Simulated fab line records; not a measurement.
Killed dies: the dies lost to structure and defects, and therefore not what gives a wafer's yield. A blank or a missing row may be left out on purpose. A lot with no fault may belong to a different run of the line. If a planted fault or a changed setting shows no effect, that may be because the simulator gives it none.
fab line records	flow nand-harc
record: lots: 24	wafers: 72	last-day: 33
route steps=1302 shown A_STAIRCASE@885 A_SGD_CUT@919 A_WL_FILL@965 A_CONTACT@999
lots that met no fault: taken from a fault-free run of the same line
start-h: hours from the record's opening day to when the first of the lot's shown wafers began	wait-h: time in hours since the lot's previous step	" as in the row above	L1.1+2: several wafers, shown together as one row	- no value, or no start was given	* or withheld: withheld	< > ~ a bound
route shown NAME@n: a module of which the file shows steps, and the number in the route of the first	usual: the fault-free wafers' mean and standard deviation	same: alike in all rows	chamber/n: place in a boat	sites: per-site readings	_std_site: standard deviation across them	_edge_site: inner sites' mean taken away from outer sites' mean	radius-mm: for every site, how far away it sits from the centre of the wafer	mask NAME#n: copy n	behind: the most recent tool/chamber to have shaped the wafer	hold: the reason the lot was held/the length of the hold in hours/how it ended	device: names the non-switching transistor (n, p or np)	end of line: at the end of the route, the tests of the same wafers	where a step has no rows: the recipe by itself	killed: dies that structure and defects cost at the first sort, which is not the same as the wafer's yield	map: a wafer's dies, x killed, . not, _ none there
set.NAME: the run value of the setting; set.NAME@STEP: its run value at that earlier step	model.NAME: the simulator's own value behind a step, which no gauge read
a sample of lots followed through the steps of the route, with each step as a table and each wafer as a row
services: a tool's chamber out of use, with start hour (start-h, from the record's first day; less than 0 if before it), hours out, and reason
== steps ==
step: NHARC_A_STAIRCASE_DEP_471
recipe: target-thk-a: 1000	temp-c: 400	pressure-torr: 6.5	rf-w: 900	teos-flow-sccm: 161.4	flow-sccm: 2650	target-thk-nm: 100	gas: O2	material: SiO2
usual: heater-power-w: 572/60	throttle-valve-pct: 16.0/0.69
lot.wafer	tool	chamber	start-h	wait-h	heater-power-w	since-wet-clean-h	throttle-valve-pct
L075.3	pecvd-03	0	445.71	-	519	67	16.8
L075.1	"	1	"	"	640	67	15.2
L075.5	"	0	"	"	529	-	16.5
L074.2	pecvd-04	2	446.94	-	521	164	16.4
L074.1	"	1	"	"	595	164	15.2
L074.3	"	2	"	"	531	-	16.7
L076.1	pecvd-01	0	456.61	-	669	133	17.1
L076.5	"	2	"	"	471	-	16.5
L076.4	"	1	"	"	577	-	16.0
L078.3	pecvd-04	2	476.89	-	442	13	16.2
L078.1	"	0	"	"	576	13	16.3
L078.2	"	1	"	"	550	13	15.3
L077.2	pecvd-03	2	476.96	-	541	98	14.8
L077.6	"	2	"	"	566	-	14.7
L077.4	"	0	"	"	548	-	16.6
L079.1	pecvd-03	2	482.48	-	573	103	14.7
L079.2	"	0	"	"	637	103	16.5
L079.3	"	1	"	"	627	103	15.3
L080.1	pecvd-03	2	500.68	-	552	122	14.7
L080.2	"	0	"	"	596	122	16.4
L080.6	"	0	"	"	607	-	16.5
L081.3	pecvd-03	1	500.93	-	636	122	15.4
L081.1	"	2	"	"	540	122	14.4
L081.5	"	2	"	"	558	-	14.8
L082.3	pecvd-03	0	518.69	-	580	140	16.2
L082.2	"	1	"	"	580	140	15.5
L082.1	"	2	"	"	487	140	14.9
L083.1	pecvd-04	0	519.91	-	505	56	16.4
L083.2	"	1	"	"	562	56	15.4
L083.6	"	2	"	"	563	-	16.4
L085.1	pecvd-04	0	536.06	-	607	73	16.3
L085.5	"	0	"	"	615	-	16.2
L085.4	"	1	"	"	588	-	15.5
L084.2	pecvd-01	2	545.25	-	501	40	16.9
L084.3	"	1	"	"	585	40	15.8
L084.6	"	1	"	"	445	-	16.0
L086.2	pecvd-04	1	555.94	-	644	92	15.5
L086.1	"	2	"	"	561	92	16.2
L086.5	"	1	"	"	641	-	15.2
L087.2	pecvd-01	2	571.76	-	508	67	16.9
L087.1	"	1	"	"	448	67	15.9
L087.4	"	2	"	"	501	-	16.6
L089.1	pecvd-04	0	589.28	-	591	126	16.4
L089.2	"	2	"	"	507	126	16.2
L089.6	"	2	"	"	511	-	16.4
L088.2	pecvd-04	0	589.49	-	541	126	16.5
L088.4	"	1	"	"	626	-	15.5
L088.5	"	2	"	"	538	-	16.4
L090.3	pecvd-03	1	607.84	-	662	48	15.4
L090.1	"	2	"	"	511	48	15.2
L090.6	"	2	"	"	513	-	15.7
L091.2	pecvd-04	2	608.78	-	569	145	16.7
L091.3	"	0	"	"	640	145	16.4
L091.4	"	1	"	"	536	-	15.4
L093.3	pecvd-01	1	632.38	-	545	127	16.1
L093.1	"	0	"	"	637	127	17.2
L093.4	"	0	"	"	676	-	17.1
L092.2	pecvd-03	2	632.82	-	529	73	15.5
L092.3	"	0	"	"	599	73	16.4
L092.4	"	1	"	"	592	-	15.5
L095.2	pecvd-01	2	643.92	-	498	139	16.9
L095.1	"	0	"	"	696	139	16.9
L095.5	"	1	"	"	460	-	16.0
L096.1	pecvd-03	1	644.38	-	628	84	15.7
L096.2	"	0	"	"	601	84	16.4
L096.5	"	1	"	"	650	-	15.5
L094.1	pecvd-01	0	644.48	-	705	139	17.2
L094.3	"	1	"	"	561	139	16.1
L094.6	"	2	"	"	508	-	16.9
L097.2	pecvd-04	0	655.63	-	525	11	16.2
L097.4	"	1	"	"	545	-	15.3
L097.3	"	0	"	"	530	-	16.1
step: NHARC_A_SGD_CUT_ETCHBACK_24
recipe: target-depth-a: 500	over-etch-frac: 0.3	time-s: 92.857	ion-energy-ev: 120	ch3f-flow-sccm: 50	o2-flow-sccm: 30	ar-flow-sccm: 200	rf-w: 500	bias-w: 100	chemistry: CH3F/O2
usual: drypump-motor-current-A: 5.9/0.54	oes-product-au: 0.97/0.037	rf-vpp-V: 244.0/1.5	showerhead-plenum-p-Torr: 2.43/0.088	throttle-valve-pct: 20.664/0.0085
lot.wafer	tool	chamber	start-h	wait-h	drypump-motor-current-A	oes-product-au	rf-hours-counter-h	rf-vpp-V	showerhead-plenum-p-Torr	throttle-valve-pct
L074.1	rie-diel-03	3	454.42	0.1	4.8	1.01	15	243.6	2.36	20.661
L074.2	"	0	"	"	5.7	1.00	15	246.0	2.61	20.667
L074.3	"	1	"	"	6.0	1.00	14	245.9	2.38	20.650
L075.3	rie-diel-10	0	454.44	0.1	6.4	0.93	2	243.4	2.47	20.665
L075.1	"	1	"	"	6.5	0.93	2	242.6	2.34	20.645
L075.5	"	3	"	"	6.6	0.93	-	244.9	2.49	20.676
L076.1	rie-diel-13	0	464.32	0.2	6.4	0.94	6	243.1	2.37	20.674
L076.4	"	1	"	"	5.0	0.95	6	243.4	2.34	20.670
L076.5	"	0	"	"	6.4	0.94	-	244.0	2.37	20.652
L078.3	rie-diel-13	0	485.79	0.1	6.4	0.93	8	242.7	2.37	20.663
L078.2	"	2	"	"	5.4	0.92	7	244.3	2.49	20.676
L078.1	"	3	"	"	5.6	1.00	7	242.7	2.32	20.668
L077.4	rie-diel-10	0	485.81	0.2	6.4	0.98	3	243.8	2.47	20.660
L077.2	"	2	"	"	6.0	0.97	1	245.1	2.53	20.653
L077.6	"	0	"	"	6.3	0.97	-	244.8	2.47	20.672
L079.2	rie-diel-10	2	494.15	0.1	6.0	0.99	1	245.6	2.53	20.673
L079.1	"	0	"	"	6.4	0.98	3	244.9	2.47	20.674
L079.3	"	1	"	"	6.5	0.99	3	241.9	2.34	20.661
L080.2	rie-diel-03	2	508.77	0.1	5.9	1.01	4	245.3	2.50	20.658
L080.1	"	0	"	"	5.7	0.99	5	245.1	2.60	20.672
L080.6	"	2	"	"	5.9	1.00	-	244.0	2.50	20.656
L081.3	rie-diel-10	2	508.79	0.2	6.0	0.99	2	247.1	2.53	20.655
L081.1	"	3	"	"	6.6	1.00	4	244.8	2.49	20.664
L081.5	"	1	"	"	6.5	0.99	-	243.1	2.34	20.654
L082.2	rie-diel-10	3	526.96	0.1	6.5	0.93	5	244.3	2.49	20.665
L082.1	"	1	"	"	6.5	0.91	5	242.2	2.34	20.651
L082.3	"	2	"	"	6.0	0.91	3	245.4	2.53	20.653
L083.1	rie-diel-03	0	526.96	0.1	5.7	0.99	7	245.6	2.60	20.673
L083.2	"	1	"	"	6.0	1.00	4	242.8	2.38	20.673
L083.6	"	1	"	"	6.0	1.00	-	244.0	2.38	20.664
L085.1	rie-diel-13	3	546.32	0.2	5.6	0.93	1	242.1	2.32	20.660
L085.4	"	0	"	"	6.5	0.92	1	242.1	2.37	20.658
L085.5	"	2	"	"	5.4	0.92	-	245.1	2.49	20.668
L084.3	rie-diel-03	1	557.45	0.2	6.0	0.92	7	242.8	2.38	20.655
L084.2	"	2	"	"	5.9	0.92	7	245.8	2.50	20.661
L084.6	"	0	"	"	5.7	0.92	-	246.1	2.60	20.663
L086.2	rie-diel-10	3	564.11	0.1	6.5	1.00	7	245.5	2.49	20.674
L086.1	"	0	"	"	6.4	1.00	8	245.3	2.47	20.654
L086.5	"	0	"	"	6.3	1.00	-	243.0	2.47	20.666
L087.2	rie-diel-03	2	579.50	0.2	5.9	1.00	9	246.1	2.50	20.665
L087.4	"	3	"	"	4.8	1.00	11	242.1	2.35	20.663
L087.1	"	0	"	"	5.7	1.00	12	246.3	2.60	20.671
L088.4	rie-diel-03	1	597.02	0.1	6.0	0.93	12	244.1	2.38	20.660
L088.2	"	0	"	"	5.7	0.93	14	246.9	2.60	20.654
L088.5	"	2	"	"	5.9	0.93	-	243.5	2.50	20.659
L089.2	rie-diel-13	3	597.04	0.2	5.6	1.00	3	243.0	2.32	20.683
L089.1	"	1	"	"	5.0	1.00	3	240.8	2.34	20.660
L089.6	"	2	"	"	5.4	1.00	-	245.4	2.49	20.660
L091.4	rie-diel-10	2	615.80	0.1	6.0	1.00	0	243.4	2.53	20.678
L091.3	"	0	"	"	6.4	1.01	0	244.4	2.47	20.662
L091.2	"	1	"	"	6.5	1.00	0	240.4	2.34	20.665
L090.1	rie-diel-13	2	615.82	0.2	5.4	1.00	5	244.2	2.49	20.658
L090.3	"	3	"	"	5.6	1.00	5	241.9	2.32	20.647
L090.6	"	2	"	"	5.4	1.00	-	245.6	2.49	20.669
L093.3	rie-diel-10	2	643.33	0.1	6.0	0.93	2	246.0	2.53	20.651
L093.4	"	3	"	"	6.5	0.93	2	245.7	2.49	20.677
L093.1	"	0	"	"	6.3	0.93	2	243.6	2.47	20.655
L092.2	rie-diel-13	1	643.34	0.2	5.0	1.01	6	242.9	2.34	20.669
L092.3	"	2	"	"	5.5	1.00	6	243.9	2.49	20.653
L092.4	"	3	"	"	5.6	0.99	-	242.1	2.32	20.650
L095.2	rie-diel-13	2	652.24	0.1	5.4	0.92	7	245.8	2.49	20.654
L095.1	"	3	"	"	5.6	0.91	7	241.5	2.32	20.667
L095.5	"	2	"	"	5.4	0.92	-	245.4	2.49	20.653
L096.1	rie-diel-10	2	652.27	0.2	6.0	1.01	3	245.1	2.53	20.654
L096.2	"	3	"	"	6.6	1.01	3	244.8	2.49	20.679
L096.5	"	0	"	"	6.4	1.00	-	244.4	2.47	20.671
L094.1	rie-diel-13	2	652.38	0.2	5.4	0.92	7	246.4	2.49	20.661
L094.3	"	3	"	"	5.6	0.91	7	242.3	2.32	20.653
L094.6	"	1	"	"	5.0	0.93	-	241.5	2.33	20.650
L097.3	rie-diel-03	2	663.39	0.2	5.9	1.00	1	243.7	2.49	20.653
L097.4	"	3	"	"	4.8	1.01	1	243.6	2.35	20.671
L097.2	"	0	"	"	5.7	1.00	1	246.9	2.60	20.668
step: NHARC_A_WL_FILL_ALD_10
recipe: target-thk-a: 500	pulse-time-s: 10	ald-cycles: 500	temp-c: 300	material: SiO2
usual: heater-power-w: 480/49	precursor-pulse-height-rel: 1.001/0.019
lot.wafer	tool	chamber	start-h	wait-h	heater-power-w	precursor-pulse-height-rel	since-wet-clean-h
L074.2	ald-hk-04	1	481.23	0.1	488	1.018	39
L074.3	"	3	482.25	1.1	426	0.988	40
L074.1	"	0	"	"	473	0.997	40
L075.3	ald-hk-02	2	482.26	1.1	403	1.020	125
L075.1	"	3	"	"	500	1.047	125
L075.5	"	1	483.82	2.6	475	1.004	-
L076.1	ald-hk-02	2	490.87	0.1	410	0.994	133
L076.4	"	0	491.92	1.1	499	0.979	134
L076.5	"	2	492.96	2.1	416	0.985	-
L077.4	ald-hk-04	3	511.54	0.1	431	1.012	69
L077.2	"	0	"	"	475	1.023	69
L077.6	"	3	513.60	2.1	433	1.063	-
L078.1	ald-hk-01	1	511.94	0.5	579	1.022	25
L078.3	"	2	"	"	471	1.028	25
L078.2	"	0	513.48	2.0	427	1.005	26
L079.1	ald-hk-01	0	529.04	0.6	431	0.975	42
L079.3	"	1	"	"	572	0.972	42
L079.2	"	2	"	"	466	1.022	43
L081.3	ald-hk-01	0	533.82	0.1	418	1.000	46
L081.1	"	2	535.87	2.1	470	0.968	49
L081.5	"	0	537.93	4.2	421	1.003	-
L080.2	ald-hk-04	0	533.82	0.1	473	0.990	91
L080.1	"	1	"	"	476	0.968	92
L080.6	"	1	536.35	2.6	464	1.010	-
L083.2	ald-hk-02	0	554.44	0.6	468	1.032	19
L083.1	"	2	555.47	1.6	403	1.001	20
L083.6	"	3	"	"	478	0.990	-
L082.1	ald-hk-04	3	554.92	1.1	441	1.003	112
L082.2	"	0	555.93	2.1	466	0.989	113
L082.3	"	1	556.93	3.1	475	0.982	114
L085.1	ald-hk-01	3	572.69	0.1	477	0.998	85
L085.4	"	2	574.24	1.6	472	1.039	87
L085.5	"	3	"	"	492	0.965	-
L084.3	ald-hk-04	3	582.30	0.1	433	0.986	140
L084.2	"	2	583.86	1.6	545	1.015	141
L084.6	"	3	"	"	444	0.993	-
L086.2	ald-hk-04	1	593.36	2.1	472	0.977	151
L086.1	"	3	594.41	3.2	442	1.005	152
L086.5	"	1	595.46	4.2	477	1.028	-
L087.4	ald-hk-02	0	604.88	0.0	461	0.967	69
L087.2	"	1	"	"	464	1.027	70
L087.1	"	3	606.41	1.6	481	1.008	71
L088.2	ald-hk-04	0	622.18	0.1	485	0.998	2
L088.4	"	2	624.27	2.1	535	0.988	4
L088.5	"	1	627.39	5.3	446	1.000	-
L089.2	ald-hk-01	1	623.20	1.1	597	0.993	136
L089.1	"	2	624.23	2.1	470	1.023	137
L089.6	"	1	627.30	5.2	589	1.024	-
L091.3	ald-hk-02	1	641.84	0.0	465	0.967	106
L091.2	"	3	642.86	1.1	484	0.982	107
L091.4	"	0	"	"	475	1.014	108
L090.1	ald-hk-04	1	642.36	0.6	445	0.997	22
L090.3	"	3	643.41	1.6	440	0.990	23
L090.6	"	1	644.45	2.7	453	1.005	-
L093.4	ald-hk-01	2	669.37	0.6	475	1.023	4
L093.3	"	3	"	"	482	0.991	5
L093.1	"	0	"	"	395	0.996	5
L092.3	ald-hk-04	2	669.37	0.6	544	1.007	49
L092.4	"	3	"	"	454	0.998	49
L092.2	"	0	"	"	494	0.998	50
L096.2	ald-hk-02	0	682.83	0.1	466	1.009	147
L096.1	"	3	684.37	1.6	482	0.993	149
L096.5	"	0	"	"	468	0.993	-
L095.1	ald-hk-01	3	682.84	0.1	483	0.994	18
L095.2	"	1	683.86	1.1	596	1.021	19
L095.5	"	3	684.88	2.1	493	1.006	-
L094.3	ald-hk-02	1	686.46	0.0	471	1.039	151
L094.1	"	2	"	"	397	0.988	151
L094.6	"	2	689.08	2.7	417	0.977	-
L097.4	ald-hk-01	2	695.94	0.6	489	1.006	31
L097.3	"	3	"	"	473	1.014	31
L097.2	"	0	"	"	405	1.020	32
step: NHARC_A_CONTACT_INSPECT_44
usual: raw-defect-count: 82/38
lot.wafer	tool	chamber	start-h	wait-h	raw-defect-count
L074.1	defect-inspect-02	-	500.93	0.0	136
L074.2	"	-	"	"	130
L074.3	"	-	"	"	144
L075.1	defect-inspect-01	-	501.28	0.0	78
L075.3	"	-	"	"	81
L075.5	"	-	"	"	76
L076.1	defect-inspect-02	-	510.43	0.0	65
L076.4	"	-	"	"	82
L076.5	"	-	"	"	57
L078.1	defect-inspect-02	-	528.52	0.0	68
L078.2	"	-	"	"	69
L078.3	"	-	"	"	62
L077.2	defect-inspect-01	-	528.68	0.0	83
L077.4	"	-	"	"	98
L077.6	"	-	"	"	92
L079.1	defect-inspect-02	-	545.74	0.0	109
L079.2	"	-	"	"	109
L079.3	"	-	"	"	113
L080.1	defect-inspect-01	-	551.21	0.0	23
L080.2	"	-	"	"	29
L080.6	"	-	"	"	32
L081.1	defect-inspect-02	-	553.92	0.0	146
L081.3	"	-	"	"	165
L081.5	"	-	"	"	158
L083.1	defect-inspect-02	-	573.09	0.0	26
L083.2	"	-	"	"	33
L083.6	"	-	"	"	31
L082.1	defect-inspect-01	-	574.42	0.0	172
L082.2	"	-	"	"	162
L082.3	"	-	"	"	181
L085.1	defect-inspect-01	-	592.73	0.0	55
L085.4	"	-	"	"	43
L085.5	"	-	"	"	49
L084.2	defect-inspect-02	-	599.43	0.0	18
L084.3	"	-	"	"	19
L084.6	"	-	"	"	11
L086.1	defect-inspect-02	-	610.17	0.0	103
L086.2	"	-	"	"	96
L086.5	"	-	"	"	97
L087.1	defect-inspect-01	-	625.01	0.0	62
L087.2	"	-	"	"	79
L087.4	"	-	"	"	77
L088.2	defect-inspect-01	-	642.25	0.0	89
L088.4	"	-	"	"	80
L088.5	"	-	"	"	99
L089.1	defect-inspect-02	-	642.54	0.0	85
L089.2	"	-	"	"	65
L089.6	"	-	"	"	65
L090.1	defect-inspect-02	-	663.43	0.0	122
L090.3	"	-	"	"	124
L090.6	"	-	"	"	91
L091.2	defect-inspect-01	-	664.25	0.0	63
L091.3	"	-	"	"	59
L091.4	"	-	"	"	67
L093.1	defect-inspect-02	-	687.58	0.0	74
L093.3	"	-	"	"	59
L093.4	"	-	"	"	65
L092.2	defect-inspect-01	-	687.80	0.0	109
L092.3	"	-	"	"	97
L092.4	"	-	"	"	125
L095.1	defect-inspect-02	-	699.57	0.0	82
L095.2	"	-	"	"	66
L095.5	"	-	"	"	69
L096.1	defect-inspect-01	-	702.05	0.0	95
L096.2	"	-	"	"	114
L096.5	"	-	"	"	103
L094.1	defect-inspect-01	-	708.68	0.0	78
L094.3	"	-	"	"	82
L094.6	"	-	"	"	99
L097.2	defect-inspect-01	-	714.57	0.0	20
L097.3	"	-	"	"	34
L097.4	"	-	"	"	33
step: NHARC_A_CONTACT_ETCH_49
recipe: target-depth-a: 2600	over-etch-frac: 0.3	time-s: 475.3	ion-energy-ev: 200	n2-flow-sccm: 150	h2-flow-sccm: 150	ar-flow-sccm: 0	rf-w: 400	bias-w: 150	chemistry: N2/H2
usual: drypump-motor-current-A: 5.7/0.48	n2-flow-sccm: 150.0/0.41	oes-product-au: 1.001/0.0073	rf-vpp-V: 432/3.7	showerhead-plenum-p-Torr: 2.09/0.13	throttle-valve-pct: 14.171/0.009
lot.wafer	tool	chamber	start-h	wait-h	drypump-motor-current-A	n2-flow-sccm	oes-product-au	rf-hours-counter-h	rf-vpp-V	showerhead-plenum-p-Torr	throttle-valve-pct
L074.3	rie-diel-11	2	-	-	5.1	149.8	1.010	7	436	2.20	14.171
L074.1	"	3	"	"	5.6	150.1	1.005	9	435	2.21	14.148
L074.2	"	0	"	"	6.3	150.7	0.999	8	426	1.93	14.164
L075.3	rie-diel-04	2	-	-	5.4	151.0	0.995	49	427	1.90	14.174
L075.1	"	3	"	"	5.4	149.9	1.007	49	428	1.98	14.160
L075.5	"	1	"	"	5.0	149.6	0.995	-	426	1.88	14.186
L076.4	rie-diel-11	2	-	-	5.1	150.1	0.994	9	434	2.20	14.168
L076.1	"	3	"	"	5.6	149.1	1.000	10	435	2.21	14.183
L076.5	"	2	"	"	5.1	149.8	1.008	-	435	2.20	14.171
L078.2	rie-diel-11	3	-	-	5.6	150.0	1.010	12	434	2.21	14.164
L078.3	"	0	"	"	6.4	149.8	0.984	14	429	1.93	14.185
L078.1	"	1	"	"	5.5	150.4	0.993	13	434	2.21	14.165
L077.4	rie-diel-01	2	-	-	5.8	150.6	1.004	47	433	2.09	14.185
L077.2	"	3	"	"	6.8	149.6	1.000	42	435	2.20	14.173
L077.6	"	3	"	"	6.8	149.7	0.991	-	435	2.20	14.171
L079.3	rie-diel-11	0	-	-	6.3	149.9	1.008	16	427	1.93	14.172
L079.1	"	1	"	"	5.5	150.1	0.998	15	436	2.21	14.172
L079.2	"	2	"	"	5.1	150.3	1.016	14	436	2.20	14.174
L080.2	rie-diel-01	3	-	-	6.8	150.2	1.005	49	434	2.20	14.183
L080.1	"	2	"	"	5.9	149.6	1.007	54	431	2.08	14.160
L080.6	"	0	"	"	5.4	150.0	0.999	-	428	1.96	14.177
L081.3	rie-diel-04	0	-	-	5.7	150.0	0.998	6	433	2.16	14.178
L081.1	"	1	"	"	5.0	150.1	1.002	6	436	2.22	14.169
L081.5	"	0	"	"	5.7	150.3	0.996	-	434	2.16	14.183
L083.2	rie-diel-11	2	-	-	5.1	149.5	1.016	20	435	2.20	14.176
L083.1	"	0	"	"	6.3	150.4	0.998	22	428	1.93	14.156
L083.6	"	3	"	"	5.7	149.9	1.000	-	434	2.21	14.167
L082.1	rie-diel-04	0	-	-	5.7	150.1	0.988	13	435	2.16	14.160
L082.3	"	1	"	"	5.0	151.1	0.999	12	435	2.21	14.179
L082.2	"	2	"	"	5.4	149.9	0.983	10	426	1.89	14.164
L085.1	rie-diel-01	1	-	-	5.8	149.9	1.000	9	428	1.93	14.165
L085.4	"	2	"	"	5.9	149.8	1.000	11	432	2.08	14.168
L085.5	"	1	"	"	5.8	149.9	1.003	-	428	1.93	14.162
L084.2	rie-diel-11	2	-	-	5.1	150.2	1.004	25	435	2.20	14.177
L084.3	"	3	"	"	5.6	149.9	0.997	25	437	2.21	14.165
L084.6	"	1	"	"	5.5	150.2	0.997	-	436	2.21	14.175
L086.2	rie-diel-01	0	-	-	5.3	150.2	0.999	17	427	1.95	14.163
L086.1	"	3	"	"	6.8	149.8	0.987	19	434	2.19	14.184
L086.5	"	0	"	"	5.4	149.7	0.995	-	430	1.96	14.182
L087.2	rie-diel-11	2	-	-	5.1	150.3	0.991	0	434	2.20	14.172
L087.4	"	3	"	"	5.6	150.1	0.990	0	435	2.21	14.176
L087.1	"	1	"	"	5.5	149.3	0.999	0	435	2.21	14.170
L088.4	rie-diel-11	1	-	-	5.5	150.0	1.000	2	435	2.21	14.164
L088.2	"	3	"	"	5.6	149.6	0.988	3	436	2.21	14.167
L088.5	"	1	"	"	5.5	150.3	1.001	-	436	2.21	14.168
L089.2	rie-diel-01	2	-	-	5.9	149.8	1.009	34	430	2.07	14.178
L089.1	"	1	"	"	5.8	149.8	1.000	25	427	1.93	14.167
L089.6	"	0	"	"	5.4	150.0	1.002	-	427	1.95	14.167
L090.3	rie-diel-11	3	-	-	5.6	150.2	0.996	6	434	2.21	14.164
L090.1	"	2	"	"	5.1	149.9	1.000	6	436	2.20	14.172
L090.6	"	3	"	"	5.6	150.0	1.001	-	434	2.21	14.164
L091.4	rie-diel-01	0	-	-	5.4	149.5	1.002	38	427	1.95	14.168
L091.3	"	2	"	"	5.9	150.3	0.998	40	432	2.07	14.170
L091.2	"	3	"	"	6.8	150.5	1.002	39	434	2.18	14.168
L093.1	rie-diel-11	3	-	-	5.6	149.8	0.998	10	435	2.20	14.157
L093.3	"	1	"	"	5.5	150.3	1.014	7	437	2.21	14.160
L093.4	"	2	"	"	5.1	149.5	1.000	10	437	2.19	14.169
L092.2	rie-diel-04	1	-	-	5.0	149.3	1.011	42	435	2.20	14.179
L092.3	"	2	"	"	5.4	150.2	0.998	42	426	1.88	14.161
L092.4	"	3	"	"	5.4	150.1	0.997	48	426	1.96	14.177
L095.1	rie-diel-01	1	-	-	5.9	149.3	0.994	42	427	1.92	14.175
L095.2	"	2	"	"	5.8	150.5	1.008	51	432	2.06	14.162
L095.5	"	0	"	"	5.4	150.4	1.015	-	429	1.94	14.178
L096.1	rie-diel-04	1	-	-	5.0	150.0	1.005	47	434	2.20	14.184
L096.2	"	0	"	"	5.7	150.5	1.002	55	433	2.14	14.175
L096.5	"	2	"	"	5.4	150.4	1.003	-	425	1.88	14.163
L094.3	rie-diel-11	0	-	-	6.3	150.0	1.003	14	428	1.92	14.172
L094.1	"	1	"	"	5.5	150.2	1.001	10	434	2.20	14.162
L094.6	"	3	"	"	5.6	150.9	1.001	-	435	2.20	14.170
L097.3	rie-diel-11	0	-	-	6.3	150.2	1.008	16	426	1.92	14.167
L097.4	"	2	"	"	5.1	150.0	0.998	15	433	2.19	14.177
L097.2	"	3	"	"	5.6	149.7	0.997	15	435	2.20	14.176
step: NHARC_A_CONTACT_ETCH_117
recipe: source-w: withheld	pressure-mtorr: 20	bias-v: 3000	time-s: 190	target-depth-a: 18500	ar-flow-sccm: withheld	c4f8-flow-sccm: withheld	o2-flow-sccm: withheld	chemistry: C4F8/O2/Ar
lot.wafer	tool	chamber	start-h	wait-h	rf-hours-counter-h
L074.2	har-cap-etch-03	1	503.88	0.1	40
L074.1	"	0	"	"	40
L074.3	"	0	"	"	-
L075.1	har-cap-etch-02	1	504.22	0.1	81
L075.3	"	1	"	"	-
L075.5	"	0	"	"	-
L076.1	har-cap-etch-02	1	513.39	0.1	83
L076.4	"	0	"	"	-
L076.5	"	0	"	"	-
L078.2	har-cap-etch-02	0	531.48	0.1	87
L078.1	"	1	"	"	87
L078.3	"	0	"	"	-
L077.2	har-cap-etch-03	0	531.63	0.1	47
L077.4	"	0	"	"	-
L077.6	"	1	"	"	-
L079.2	har-cap-etch-03	0	548.68	0.1	49
L079.1	"	1	"	"	49
L079.3	"	1	"	"	-
L080.1	har-cap-etch-01	1	554.15	0.1	8
L080.2	"	0	"	"	8
L080.6	"	0	"	"	-
L081.1	har-cap-etch-03	0	556.89	0.1	52
L081.3	"	1	"	"	-
L081.5	"	1	"	"	-
L083.2	har-cap-etch-03	1	576.02	0.1	55
L083.1	"	0	"	"	55
L083.6	"	1	"	"	-
L082.2	har-cap-etch-01	0	577.39	0.1	14
L082.1	"	1	"	"	14
L082.3	"	0	"	"	-
L085.1	har-cap-etch-02	1	596.03	0.2	99
L085.4	"	0	"	"	-
L085.5	"	0	"	"	-
L084.2	har-cap-etch-01	1	602.37	0.1	18
L084.3	"	1	"	"	-
L084.6	"	0	"	"	-
L086.2	har-cap-etch-01	0	613.14	0.1	20
L086.1	"	1	"	"	20
L086.5	"	1	"	"	-
L087.2	har-cap-etch-03	1	627.96	0.1	64
L087.1	"	0	"	"	64
L087.4	"	0	"	"	-
L089.1	har-cap-etch-02	1	645.86	0.1	106
L089.2	"	0	"	"	106
L089.6	"	1	"	"	-
L088.2	har-cap-etch-03	0	645.91	0.2	66
L088.4	"	0	"	"	-
L088.5	"	0	"	"	-
L090.1	har-cap-etch-03	0	666.78	0.1	68
L090.3	"	0	"	"	-
L090.6	"	1	"	"	-
L091.2	har-cap-etch-01	0	667.74	0.1	29
L091.3	"	0	"	"	-
L091.4	"	1	"	"	-
L093.1	har-cap-etch-01	0	690.55	0.1	33
L093.4	"	1	"	"	-
L093.3	"	0	"	"	-
L092.2	har-cap-etch-03	0	690.74	0.1	73
L092.3	"	0	"	"	-
L092.4	"	1	"	"	-
L095.1	har-cap-etch-03	1	702.51	0.1	76
L095.2	"	0	"	"	76
L095.5	"	1	"	"	-
L096.1	har-cap-etch-02	0	704.96	0.1	116
L096.2	"	1	"	"	116
L096.5	"	0	"	"	-
L094.1	har-cap-etch-02	0	712.00	0.2	118
L094.3	"	0	"	"	-
L094.6	"	0	"	"	-
L097.2	har-cap-etch-02	1	718.28	0.1	120
L097.3	"	0	"	"	-
L097.4	"	1	"	"	-
== services ==
tool	chamber	start-h	hours	kind
rie-diel-11	-	432.50	9.0	pm
pecvd-04	0	438.19	11.2	repair
pecvd-03	0	439.79	4.7	repair
rie-diel-10	2	446.74	13.7	repair
pecvd-04	-	450.54	13.0	pm
rie-diel-13	3	467.93	1.9	repair
rie-diel-13	3	475.17	6.2	repair
ald-hk-01	-	478.34	10.0	pm
rie-diel-13	1	480.86	5.4	repair
pecvd-04	-	517.31	0.7	repair
rie-diel-11	3	518.81	2.8	repair
rie-diel-13	-	519.04	9.0	pm
pecvd-03	-	538.63	3.2	repair
rie-diel-10	3	543.77	5.0	repair
pecvd-03	-	547.25	13.0	pm
rie-diel-13	3	547.43	2.9	repair
rie-diel-10	-	582.42	0.3	repair
rie-diel-10	-	596.50	9.0	pm
ald-hk-01	-	604.22	0.3	repair
rie-diel-11	-	609.50	9.0	pm
ald-hk-04	-	611.62	10.0	pm
pecvd-04	-	631.54	13.0	pm
rie-diel-11	1	656.67	20.0	repair
rie-diel-10	-	696.92	1.6	repair
== key ==
fault none
